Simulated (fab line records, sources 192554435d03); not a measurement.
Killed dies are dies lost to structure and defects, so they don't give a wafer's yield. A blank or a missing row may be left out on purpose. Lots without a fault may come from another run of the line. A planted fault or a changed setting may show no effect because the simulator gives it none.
fab line records | flow n5_finfet
record lots=7 wafers=18 last_day=18
route steps=1938 shown FIN_SAQP@130 BEOL_M4@1111 PASSIVATION@1936
lots that met no fault: from a run of the same line without faults
start_h: hours from the record's first day to the start of the lot's first wafer shown | wait_h: hours since the lot's step before | " the same as in the row above | L1.1+2: a row that stands for several wafers | - no value, or no start given | * or withheld: withheld | < > ~ a bound
route shown NAME@n: a module of which the file shows steps, and the number in the route of the first | usual: mean/standard deviation of fault-free wafers | same: alike in all rows | chamber/n: place in a boat | sites: the reading at each site | _std_site: their standard deviation | _edge_site: outer sites' mean less inner sites' | radius_mm: how far each site lies from the wafer's centre | mask NAME#n: copy n | behind: the tool/chamber that last shaped the wafer | hold: why the lot was held/for how many hours/how that ended | device: the transistor (n, p or np) that didn't switch | end of line: the same wafers' tests at the end of the route | a step without rows: its recipe alone | killed: dies lost to structure and defects at the first sort, not the wafer's yield | map: a wafer's dies, x killed, . not, _ none there
set.NAME: the setting as run; set.NAME@STEP: as run at that earlier step | model.NAME: the simulator's own value behind a step, which no gauge read
lots at some steps of the route; a table a step, a row a wafer
services: from which hour (start_h, from the record's first day; less than 0 if before it) a tool's chamber was out of use, for how many hours, and why
## steps
# step N5_FIN_SAQP_ETCH_65
# recipe chemistry=CF4 target=SiO2 target_depth_a=40 ion_energy_ev=350 time_s=4.4 pressure_mtorr=10 icp_w=800 bias_w=400 cf4_flow_sccm=80
# usual drypump_motor_current_A=5.6/0.56 oes_product_au=1.004/0.024 throttle_valve_pct=21.75/0.27
# columns lot.wafer tool chamber start_h wait_h drypump_motor_current_A oes_product_au rf_hours_counter_h throttle_valve_pct
L871.1 rie_si-05 2 31.39 0.1 6.3 1.030 140 21.54
L871.2 " 1 " " 4.9 0.998 2 22.37
L871.6 " 0 " " 5.5 1.006 - 21.76
L874.3 rie_si-03 2 47.96 0.1 4.9 0.970 13 21.81
L874.5 " 3 " " 6.0 0.993 - 21.87
L874.6 " 2 " " 4.9 0.962 - 21.79
L883.3 rie_si-05 0 102.23 0.1 5.5 0.992 93 21.76
L883.4 " 2 " " 6.3 1.030 142 21.54
L884.3 rie_si-05 1 108.61 0.1 4.9 0.993 3 22.37
L884.4 " 0 " " 5.5 0.991 93 21.75
L886.3 rie_si-04 0 119.90 0.1 6.3 1.016 189 21.64
L886.5 " 2 " " 4.7 1.035 - 22.04
L889.3 rie_si-05 3 138.76 0.1 5.6 0.995 2 21.40
L889.4 " 1 " " 4.9 0.990 4 22.39
L889.5 " 0 " " 5.5 0.996 - 21.76
L893.1 rie_si-03 1 163.58 0.1 6.0 1.007 7 21.65
L893.2 " 0 " " 5.8 1.051 130 21.40
L893.5 " 1 " " 6.1 0.999 - 21.67
# step N5_FIN_SAQP_MANDREL_ETCH_58
# recipe chemistry=HBr/Cl2 target=a-Si target_depth_a=450 bt_time_s=10 stop_on=SiNx mask_material=SiO2 over_etch_frac=0.8 time_s=27 pressure_mtorr=10 icp_w=800 bias_w=75 HBr_flow_sccm=150 Cl2_flow_sccm=80 ends=end_point
# step N5_FIN_SAQP_RECESS_63
# recipe chemistry=HF/NH3 target=SiO2 target_depth_a=180 afs_cycles=3 temp_c=30 sublimation_temp_c=180 sublimation_time_s=60
# step N5_FIN_SAQP_COAT_68
# recipe resist=SOC temp_c=250 time_s=60 spin_rpm=1500 resist_thk_nm=100
# step N5_FIN_SAQP_ETCH_69
# recipe chemistry=N2/H2 target=SOC target_depth_a=1500 stop_on=SiNx ion_energy_ev=100 bias_w=61 pressure_mtorr=30 source_w=850 n2_flow_sccm=200 h2_flow_sccm=200
# usual drypump_motor_current_A=5.6/0.51 h2_flow_sccm=200.1/0.57 oes_product_au=0.73/0.065 rf_vpp_V=240.6/1.4 showerhead_plenum_p_Torr=2.54/0.087 throttle_valve_pct=17.76/0.25
# columns lot.wafer tool chamber start_h wait_h drypump_motor_current_A h2_flow_sccm oes_product_au rf_hours_counter_h rf_vpp_V showerhead_plenum_p_Torr throttle_valve_pct
L871.1 rie_diel-05 3 31.96 - 4.8 200.3 0.76 138 241.9 2.67 17.74
L871.2 " 2 " " 6.2 200.0 0.74 143 239.4 2.46 18.11
L871.6 " 1 " " 5.4 199.0 0.75 - 238.5 2.53 17.67
L874.3 rie_diel-01 0 48.52 - 6.0 200.4 0.73 161 240.6 2.65 17.86
L874.5 " 0 " " 6.0 200.8 0.73 - 242.7 2.65 17.84
L874.6 " 3 " " 5.7 200.0 0.66 - 240.8 2.51 17.77
L883.3 rie_diel-03 0 102.80 - 5.2 199.1 0.68 242 239.3 2.39 17.84
L883.4 " 2 " " 4.7 199.7 0.69 - 238.9 2.52 17.87
L884.3 rie_diel-01 2 109.17 - 5.6 200.4 0.70 246 240.5 2.40 17.63
L884.4 " 0 " " 6.0 199.0 0.71 181 241.3 2.64 17.88
L886.3 rie_diel-03 2 120.47 - 4.7 199.2 0.69 225 239.7 2.52 17.89
L886.5 " 1 " " 5.4 199.8 0.93 - 240.1 2.48 17.12
L889.3 rie_diel-05 2 139.33 - 6.3 199.5 0.70 184 238.9 2.44 18.18
L889.4 " 0 " " 5.2 200.2 0.70 172 238.7 2.52 17.45
L889.5 " 3 " " 4.8 199.8 0.72 - 242.7 2.65 17.82
L893.1 rie_diel-05 3 164.37 - 4.8 200.5 0.71 186 242.5 2.64 17.83
L893.2 " 2 " " 6.2 201.0 0.70 192 239.6 2.43 18.19
L893.5 " 3 " " 4.8 200.5 0.72 - 241.4 2.64 17.83
# step N5_FIN_SAQP_ETCH_67
# recipe chemistry=CH3F/O2 target=SiNx target_depth_a=300 mask_material=SOC pressure_mtorr=30 source_w=395 bias_w=73 Ar_flow_sccm=150 CH3F_flow_sccm=30 O2_flow_sccm=20 ion_energy_ev=120
# step N5_FIN_SAQP_STRIP_70
# recipe chemistry=N2/H2 power_w=500 temp_c=40 pressure_mtorr=50 rf_frequency_hz=6e+07 overash_fraction=0.3 bias_power_w=28 h2_frac=0.5 n2_flow_sccm=300 h2_flow_sccm=300
# step N5_FIN_SAQP_RECESS_71
# recipe chemistry=HF/NH3 target=SiO2 target_depth_a=30 afs_cycles=1 temp_c=30 sublimation_temp_c=180 sublimation_time_s=60
# usual drypump_motor_current_A=5.6/0.67
# same afs_cycles=1
# columns lot.wafer tool chamber start_h wait_h drypump_motor_current_A
L871.1 vapor_etch-01 0 32.13 0.0 5.4
L871.2 " 1 " " 6.7
L871.6 " 1 " " 6.6
L874.3 vapor_etch-02 0 48.72 0.1 5.6
L874.5 " 0 " " 5.6
L874.6 " 1 " " 4.8
L883.3 vapor_etch-01 0 103.00 0.1 5.4
L883.4 " 1 " " 6.6
L884.3 vapor_etch-01 1 109.37 0.1 6.7
L884.4 " 0 " " 5.4
L886.3 vapor_etch-01 1 120.67 0.1 6.7
L886.5 " 0 " " 5.4
L889.3 vapor_etch-02 1 139.53 0.1 4.8
L889.4 " 0 " " 5.6
L889.5 " 1 " " 4.8
L893.1 vapor_etch-02 0 164.54 0.0 5.6
L893.2 " 1 " " 4.8
L893.5 " 1 " " 4.8
# step N5_FIN_SAQP_SPACER2_ALD_28
# recipe material=SiO2 target_thk_a=81 temp_c=300 ald_precursor_family=BDEAS ald_co_reactant=O2-plasma pulse_time_s=1 purge_time_s=2 co_reactant_purge_time_s=2 pressure_torr=2
# usual heater_power_outer_w=279/23 heater_power_w=483/42 precursor_pulse_height_rel=0.999/0.02
# same purge_time_s=2
# columns lot.wafer tool chamber start_h wait_h heater_power_outer_w heater_power_w precursor_pulse_height_rel since_wet_clean_h
L871.1 ald_sin-03 1 32.27 0.1 302 492 0.973 130
L871.2 " 0 " " 262 455 1.000 130
L871.6 " 0 " " 262 461 1.015 -
L874.3 ald_sin-03 3 48.83 0.1 304 470 1.022 147
L874.5 " 3 " " 305 464 1.018 -
L874.6 " 2 " " 302 565 0.957 -
L883.3 ald_sin-03 0 103.10 0.1 260 445 1.002 201
L883.4 " 1 " " 301 502 0.979 201
L884.3 ald_sin-03 2 109.56 0.2 303 568 0.987 207
L884.4 " 3 " " 296 473 1.017 207
L886.3 ald_sin-03 1 120.78 0.1 301 488 0.975 219
L886.5 " 1 " " 306 476 1.005 -
L889.3 ald_sin-02 1 139.63 0.1 253 427 1.002 40
L889.4 " 0 " " 303 549 0.987 40
L889.5 " 0 " " 312 537 1.012 -
L893.1 ald_sin-02 1 164.69 0.1 251 422 0.995 66
L893.2 " 3 " " 255 457 1.013 66
L893.5 " 0 " " 307 542 0.972 -
# step N5_FIN_SAQP_SPACER2_ETCHBACK_29
# recipe chemistry=CHF3/O2 mode=anisotropic_etchback target=SiO2 target_depth_a=122 time_s=6.1 pressure_mtorr=30 source_w=650 bias_w=170 Ar_flow_sccm=200 CHF3_flow_sccm=50 O2_flow_sccm=5 ion_energy_ev=200
# usual O2_flow_sccm=4.999/0.015 drypump_motor_current_A=5.5/0.51 oes_product_au=0.74/0.062 rf_vpp_V=519/11 showerhead_plenum_p_Torr=2.40/0.073 throttle_valve_pct=18.86/0.18
# columns lot.wafer tool chamber start_h wait_h O2_flow_sccm drypump_motor_current_A oes_product_au rf_hours_counter_h rf_vpp_V showerhead_plenum_p_Torr throttle_valve_pct
L871.1 rie_diel-05 1 32.60 0.2 4.996 5.4 0.75 133 514 2.41 18.95
L871.2 " 3 " " 5.002 4.8 0.77 138 524 2.51 18.80
L871.6 " 0 " " 4.968 5.2 0.74 - 506 2.41 18.59
L874.3 rie_diel-01 2 49.15 0.2 4.993 5.5 0.71 227 511 2.28 18.76
L874.5 " 1 " " 4.996 5.9 0.75 - 540 2.50 18.85
L874.6 " 0 " " 4.985 6.0 0.73 - 536 2.49 18.83
L883.3 rie_diel-03 2 103.43 0.2 4.990 4.7 0.71 218 515 2.37 18.84
L883.4 " 2 " " 5.018 4.7 0.71 - 516 2.37 18.85
L884.3 rie_diel-03 2 109.94 0.2 5.000 4.7 0.70 220 517 2.37 18.84
L884.4 " 3 " " 4.999 6.4 0.78 - 518 2.32 19.05
L886.3 rie_diel-03 1 121.27 0.3 5.015 5.4 0.94 3 519 2.37 18.40
L886.5 " 1 " " 5.019 5.4 0.95 - 519 2.37 18.39
L889.3 rie_diel-01 0 139.96 0.2 5.003 6.0 0.70 195 537 2.48 18.87
L889.4 " 1 " " 5.013 5.9 0.72 - 540 2.48 18.90
L889.5 " 0 " " 5.023 6.0 0.70 - 536 2.48 18.87
L893.1 rie_diel-05 0 165.01 0.2 4.990 5.2 0.70 181 505 2.39 18.68
L893.2 " 1 " " 4.977 5.4 0.70 179 513 2.39 19.02
L893.5 " 3 " " 5.006 4.8 0.72 - 523 2.49 18.87
# step N5_FIN_SAQP_MANDREL2_REMOVE_60
# recipe chemistry=HBr/Cl2/O2 bt_time_s=10 target=a-Si stop_on=SiNx endpoint=OES-SiCl over_etch_frac=1 icp_w=600 bias_w=22 HBr_flow_sccm=150 Cl2_flow_sccm=80 O2_flow_sccm=5 pressure_mtorr=10
# step N5_FIN_SAQP_CD_MEAS_31
# recipe target_cd_nm=8 landing_energy_ev=1000 detector=se_inlens polarity=line
# usual cd_nm=8.11/0.26
# columns lot.wafer tool chamber start_h wait_h cd_nm
L871.1 cd_sem-01 0 32.80 0.1 8.56
L871.2 " 0 " " 7.71
L871.6 " 0 " " 8.08
L874.3 cd_sem-02 0 49.35 0.1 8.33
L874.5 " 0 " " 7.90
L874.6 " 0 " " 7.84
L883.3 cd_sem-02 0 103.63 0.1 7.77
L883.4 " 0 " " 8.09
L884.3 cd_sem-02 0 110.14 0.1 8.50
L884.4 " 0 " " 8.40
L886.3 cd_sem-03 0 121.47 0.1 7.77
L886.5 " 0 " " 7.93
L889.3 cd_sem-02 0 140.16 0.1 8.08
L889.4 " 0 " " 8.39
L889.5 " 0 " " 8.34
L893.1 cd_sem-01 0 165.21 0.1 8.08
L893.2 " 0 " " 8.13
L893.5 " 0 " " 8.46
# step N5_FIN_SAQP_HM_OPEN_33
# recipe chemistry=CH3F/O2 target=SiNx mask_material=SiO2 target_depth_a=494 time_s=70.6 pressure_mtorr=30 source_w=395 bias_w=73 Ar_flow_sccm=150 CH3F_flow_sccm=30 O2_flow_sccm=20 ion_energy_ev=120 ends=cleared
# usual O2_flow_sccm=20.00/0.062 drypump_motor_current_A=5.6/0.48 etch_rf_on_time_s=69.5/1.9 oes_product_au=0.63/0.051 rf_vpp_V=295/7 showerhead_plenum_p_Torr=2.00/0.069 throttle_valve_pct=16.33/0.16
# columns lot.wafer tool chamber start_h wait_h O2_flow_sccm drypump_motor_current_A etch_rf_on_time_s oes_product_au rf_hours_counter_h rf_vpp_V showerhead_plenum_p_Torr throttle_valve_pct
L871.1 rie_diel-03 0 32.89 0.1 20.08 5.2 66.2 0.62 215 294 1.93 16.54
L871.2 " 1 " " 19.91 5.4 68.0 0.60 228 294 1.98 16.32
L871.6 " 0 " " 20.02 5.2 67.5 0.61 - 296 1.93 16.52
L874.3 rie_diel-01 1 49.40 0.0 19.93 5.9 66.1 0.65 127 307 2.08 16.32
L874.5 " 2 " " 20.02 5.5 69.1 0.61 - 291 1.89 16.28
L874.6 " 1 " " 20.00 5.9 67.0 0.64 - 309 2.08 16.33
L883.3 rie_diel-01 1 103.67 0.0 19.98 5.9 67.6 0.63 149 306 2.07 16.36
L883.4 " 0 " " 20.07 6.0 44.5 0.81 180 305 2.07 16.39
L884.3 rie_diel-01 3 110.25 0.1 19.97 5.7 68.8 0.57 243 301 1.96 16.37
L884.4 " 1 " " 19.90 5.9 43.7 0.84 153 308 2.07 16.39
L886.3 rie_diel-01 0 121.52 0.0 20.04 6.0 70.2 0.61 186 304 2.07 16.38
L886.5 " 3 " " 20.05 5.7 44.5 0.75 - 301 1.96 16.39
L889.3 rie_diel-03 1 140.20 0.0 19.90 5.4 68.9 0.78 12 295 1.97 15.88
L889.4 " 1 " " 19.97 5.4 68.5 0.78 - 293 1.97 15.88
L889.5 " 2 " " 20.01 4.7 71.5 0.58 - 293 1.96 16.35
L893.1 rie_diel-05 3 165.26 0.0 20.05 4.8 69.8 0.62 187 296 2.07 16.34
L893.2 " 0 " " 19.97 5.2 71.2 0.60 181 286 1.99 16.17
L893.5 " 2 " " 20.06 6.2 69.0 0.60 - 285 1.91 16.62
# step N5_FIN_SAQP_ETCH_34
# recipe chemistry=C4F6/O2 target=SiO2 target_depth_a=450 time_s=15 ion_energy_ev=250 pressure_mtorr=30 source_w=345 bias_w=185 Ar_flow_sccm=300 C4F6_flow_sccm=10 O2_flow_sccm=10 ends=cleared
# step N5_BEOL_M4_RC_MEAS_101
# usual DIBL_N=37.0/2.3 DIBL_P=37.3/2.8 IOFF_N=0.17/0.046 IOFF_P=0.23/0.054 ION_N=675/14 ION_P=460/9.3 SS_N=71.7/0.73 SS_P=73.6/0.95 VT_N=249/3.9 VT_P=-250/3.9
# columns lot.wafer tool chamber start_h wait_h DIBL_N[mV/V] DIBL_P[mV/V] IOFF_N[nA/um] IOFF_P[nA/um] ION_N[uA/um] ION_P[uA/um] SS_N[mV/dec] SS_P[mV/dec] VT_N[mV] VT_P[mV]
L871.1 prober-02 0 170.00 0.0 40.2 42.0 0.27 0.32 706 481 72.6 74.6 245 -245
L871.2 " 0 " " 35.6 35.0 0.15 0.19 676 458 71.8 73.1 253 -250
L871.6 " 0 " " 37.1 38.5 0.18 0.24 672 461 71.9 74.4 248 -250
L874.3 prober-01 0 194.21 0.3 33.4 34.9 0.12 0.19 671 471 70.7 72.2 251 -251
L874.5 " 0 " " 36.8 38.8 0.16 0.25 681 471 71.7 73.7 254 -249
L874.6 " 0 " " 38.5 39.1 0.18 0.26 674 462 71.8 73.7 248 -249
L883.3 prober-02 0 251.20 0.3 35.5 37.2 0.19 0.25 679 470 71.1 73.6 243 -248
L883.4 " 0 " " 38.5 40.0 0.26 0.32 691 472 72.5 74.4 242 -243
L884.3 prober-01 0 281.14 0.3 38.5 37.5 0.20 0.25 667 458 72.4 74.2 248 -251
L884.4 " 0 " " 36.1 36.0 0.15 0.22 680 468 71.8 72.6 248 -246
L886.3 prober-01 0 285.77 0.3 33.0 33.5 0.11 0.15 662 449 71.2 71.2 254 -256
L886.5 " 0 " " 36.0 36.5 0.16 0.19 681 456 71.7 73.3 248 -253
L889.3 prober-02 0 289.24 0.3 38.5 37.5 0.19 0.24 700 472 70.6 74.1 249 -247
L889.4 " 0 " " 39.1 37.4 0.20 0.24 684 461 71.6 74.4 249 -248
L889.5 " 0 " " 41.1 39.3 0.25 0.29 691 463 72.0 75.2 244 -247
L893.1 prober-01 0 317.82 0.0 38.0 41.1 0.18 0.23 674 454 72.3 74.7 250 -254
L893.2 " 0 " " 38.0 40.4 0.19 0.21 681 459 72.0 73.8 250 -251
L893.5 " 0 " " 37.7 39.3 0.19 0.20 666 449 72.0 74.9 249 -256
# step N5_PASSIVATION_PROBE_49
# usual defect_limited_yield=91.5/1.3 killed_at_M0_to_M3=36/10 killed_at_M4_up=13/4.7 killed_at_contacts=13/6.7 killed_at_front_end=37/9.7 killed_at_other=2.6/2.3 killed_dies=101/15 killed_open=67/12 killed_short=32/6.7 sort_bin_5_function=5.0/0.89 sort_bin_6_memory=3.2/0.63 sort_n_pass=1079/16 sort_yield_pct=91.4/1.4
# same gross_dies=1180 killed_at_back_side=0 sort_bin_4_leakage[%]=0 sort_bin_8_speed[%]=0
# columns lot.wafer tool chamber start_h wait_h defect_limited_yield[%] killed_at_M0_to_M3 killed_at_M4_up killed_at_contacts killed_at_front_end killed_at_other killed_dies killed_open killed_short sort_bin_5_function[%] sort_bin_6_memory[%] sort_n_pass sort_yield_pct[%]
L871.1 prober-02 - 285.33 0.0 91.9 48 17 4 24 3 96 50 45 4.4 3.2 1084 91.9
L871.2 prober-02 - 285.38 0.1 90.6 66 14 6 24 1 111 79 32 5.5 3.9 1069 90.6
L871.6 prober-02 - 285.58 0.3 90.6 50 4 14 42 1 111 67 44 4.6 4.4 1069 90.6
L874.3 prober-01 - 313.08 0.1 91.4 38 8 12 43 0 101 72 27 5.3 3.2 1079 91.4
L874.5 prober-01 - 313.18 0.2 93.1 39 9 9 24 0 81 54 25 4.5 2.3 1099 93.1
L874.6 prober-01 - 313.23 0.3 90.9 36 10 28 32 1 107 79 23 5.4 3.1 1073 90.9
L884.3 prober-01 - 386.76 0.1 88.1 52 16 23 48 2 141 98 41 6.8 4.7 1039 88.1
L884.4 prober-01 - 386.81 0.2 89.6 43 8 17 55 0 123 81 42 6.5 3.4 1057 89.6
L889.3 prober-02 - 387.10 0.1 92.3 40 12 21 17 1 91 68 21 4.7 2.5 1089 92.3
L889.4 prober-02 - 387.15 0.2 93.3 24 9 7 38 1 79 51 25 4.1 2.5 1101 93.3
L889.5 prober-02 - 387.20 0.2 93.2 31 12 12 25 0 80 51 25 4.0 2.8 1100 93.2
L886.3 prober-01 - 398.71 0.1 90.3 60 21 4 27 3 115 74 40 5.7 3.6 1065 90.3
L886.5 prober-01 - 398.81 0.2 92.3 21 12 9 43 6 91 52 36 3.6 3.4 1089 92.3
# killed by level:class
L871.1 BEOL_M0_SAQP:geometric_particle:short=12 FIN_SAQP:geometric_particle:short=11 BEOL_M0_SAQP:geometric_particle:open=11 BEOL_M4:geometric_particle:open=9 BEOL_M1:geometric_particle:open=9 BEOL_M3:geometric_particle:short=6 BEOL_M1:geometric_particle:short=5 BEOL_M3:geometric_particle:open=4
L871.2 BEOL_M0_SAQP:geometric_particle:open=16 BEOL_M3:geometric_particle:open=14 BEOL_M0_SAQP:geometric_particle:short=11 BEOL_M1:geometric_particle:open=11 FIN_SAQP:geometric_particle:open=7 BEOL_M2:geometric_particle:open=6 MOL_CONTACT_COAG:geometric_particle:open=5 FIN_SAQP:geometric_particle:short=4
L871.6 FIN_SAQP:geometric_particle:short=20 BEOL_M3:geometric_particle:open=18 MOL_CONTACT_COAG:geometric_particle:open=11 BEOL_M0_SAQP:geometric_particle:short=11 BEOL_M0_SAQP:geometric_particle:open=9 FIN_SAQP:geometric_particle:open=8 BEOL_M1:geometric_particle:open=6 STI_FIN_REVEAL:geometric_particle:open=4
L874.3 STI_FIN_REVEAL:geometric_particle:open=13 MOL_CONTACT_COAG:geometric_particle:open=11 BEOL_M3:geometric_particle:open=9 GATE_CUT:geometric_particle:open=7 BEOL_M0_SAQP:geometric_particle:short=7 GATE_CUT:geometric_particle:short=6 BEOL_M2:geometric_particle:open=6 BEOL_M0_SAQP:geometric_particle:open=5
L874.5 BEOL_M2:geometric_particle:open=8 STI_FIN_REVEAL:geometric_particle:open=8 BEOL_M0_SAQP:geometric_particle:short=8 MOL_CONTACT_COAG:geometric_particle:open=7 BEOL_M3:geometric_particle:open=7 BEOL_M0_SAQP:geometric_particle:open=6 FIN_SAQP:geometric_particle:open=4 BEOL_M1:geometric_particle:open=4
L874.6 MOL_CONTACT_COAG:geometric_particle:open=24 BEOL_M2:geometric_particle:open=10 BEOL_M3:geometric_particle:open=10 BEOL_M1:geometric_particle:open=8 STI_FIN_REVEAL:geometric_particle:open=7 HKMG_FIN:area_etch=5 STI_FIN_REVEAL:geometric_particle:short=4 GATE_CUT:geometric_particle:short=4
L884.3 MOL_CONTACT_COAG:geometric_particle:open=21 STI_FIN_REVEAL:geometric_particle:open=14 BEOL_M0_SAQP:geometric_particle:open=12 BEOL_M0_SAQP:geometric_particle:short=8 BEOL_M1:geometric_particle:open=8 BEOL_M2:geometric_particle:open=8 FIN_SAQP:geometric_particle:open=7 FIN_SAQP:geometric_particle:short=7
L884.4 STI_FIN_REVEAL:geometric_particle:open=13 BEOL_M0_SAQP:geometric_particle:short=13 FIN_SAQP:geometric_particle:short=12 FIN_SAQP:geometric_particle:open=12 BEOL_M0_SAQP:geometric_particle:open=12 MOL_CONTACT_COAG:geometric_particle:open=11 MOL_CONTACT_COAG:geometric_particle:short=6 BEOL_M1:geometric_particle:open=6
L889.3 MOL_CONTACT_COAG:geometric_particle:open=17 BEOL_M3:geometric_particle:open=15 BEOL_M1:geometric_particle:open=9 BEOL_M3:geometric_particle:short=7 BEOL_M7:geometric_particle:open=5 MOL_CONTACT_COAG:geometric_particle:short=4 STI_FIN_REVEAL:geometric_particle:open=3 GATE_CUT:geometric_particle:open=3
L889.4 STI_FIN_REVEAL:geometric_particle:open=9 FIN_SAQP:geometric_particle:open=6 MOL_CONTACT_COAG:geometric_particle:open=6 BEOL_M1:geometric_particle:open=6 GATE_CUT:geometric_particle:short=5 BEOL_M2:geometric_particle:open=5 STARTING-WAFER:geometric_particle:short=4 FIN_SAQP:geometric_particle:short=3
L889.5 STI_FIN_REVEAL:geometric_particle:open=10 MOL_CONTACT_COAG:geometric_particle:open=9 BEOL_M3:geometric_particle:open=8 BEOL_M1:geometric_particle:short=6 BEOL_M1:geometric_particle:open=6 STI_FIN_REVEAL:geometric_particle:short=5 FIN_CUT:area_etch=4 MOL_CONTACT_COAG:geometric_particle:short=3
L886.3 BEOL_M0_SAQP:geometric_particle:open=19 BEOL_M0_SAQP:geometric_particle:short=17 BEOL_M2:geometric_particle:open=13 BEOL_M4:geometric_particle:open=9 STARTING-WAFER:geometric_particle:short=7 GATE_CUT:geometric_particle:open=6 GATE_CUT:geometric_particle:short=5 MOL_CONTACT_COAG:geometric_particle:open=4
L886.5 FIN_SAQP:geometric_particle:open=12 FIN_SAQP:geometric_particle:short=8 BEOL_M0_SAQP:geometric_particle:short=6 STI_FIN_REVEAL:geometric_particle:open=5 GATE_CUT:geometric_particle:short=5 MOL_CONTACT_COAG:geometric_particle:open=5 MOL_CONTACT_COAG:geometric_particle:short=4 BEOL_M0_SAQP:geometric_particle:open=4
## services
# columns tool chamber start_h hours kind
vapor_etch-02 - 13.46 0.6 repair
rie_si-05 2 14.19 3.7 repair
rie_si-05 3 16.40 13.6 repair
vapor_etch-01 1 18.15 1.1 repair
ald_sin-03 - 20.73 0.8 repair
rie_diel-03 0 22.13 4.5 repair
ald_sin-02 2 28.17 2.8 repair
ald_sin-03 2 31.08 2.9 repair
rie_diel-03 - 37.29 15.6 pm
rie_diel-01 0 55.61 8.9 repair
ald_sin-02 - 62.60 2.8 pm
rie_diel-03 2 62.77 34.7 repair
rie_si-03 0 68.72 12.9 repair
rie_diel-05 - 71.97 0.2 repair
ald_sin-02 - 85.25 14.0 pm
rie_diel-01 2 91.24 11.0 repair
rie_diel-05 1 93.44 4.1 repair
rie_diel-01 2 119.57 - clean
rie_diel-01 2 119.57 - consumable_replace:focus_ring
rie_diel-01 2 119.57 - consumable_replace:showerhead
ald_sin-03 2 128.68 2.9 repair
vapor_etch-01 - 151.30 2.8 pm
rie_si-05 1 162.07 3.3 repair
ald_sin-03 3 163.57 4.5 repair
## key
first_sign step=N5_FIN_SAQP_HM_OPEN_33 reading=etch_rf_on_time_s direction=down sigmas=13 usual=* struck=*
effect step=N5_FIN_SAQP_HM_OPEN_33 reading=oes_product_au direction=up sigmas=3.4 usual=0.63 struck=0.80
met_at N5_FIN_SAQP_HM_OPEN_33
struck_wafers L883.4,L884.4,L886.5
onset_between 49.40 103.67
fault kind=process_parameter_drift tool=rie_diel-01 chamber=- onset_h=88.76 steps=N5_FIN_SAQP_HM_OPEN_33 channel=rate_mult offset=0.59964 shape=step end_h=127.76 scope=struck_wafers_only
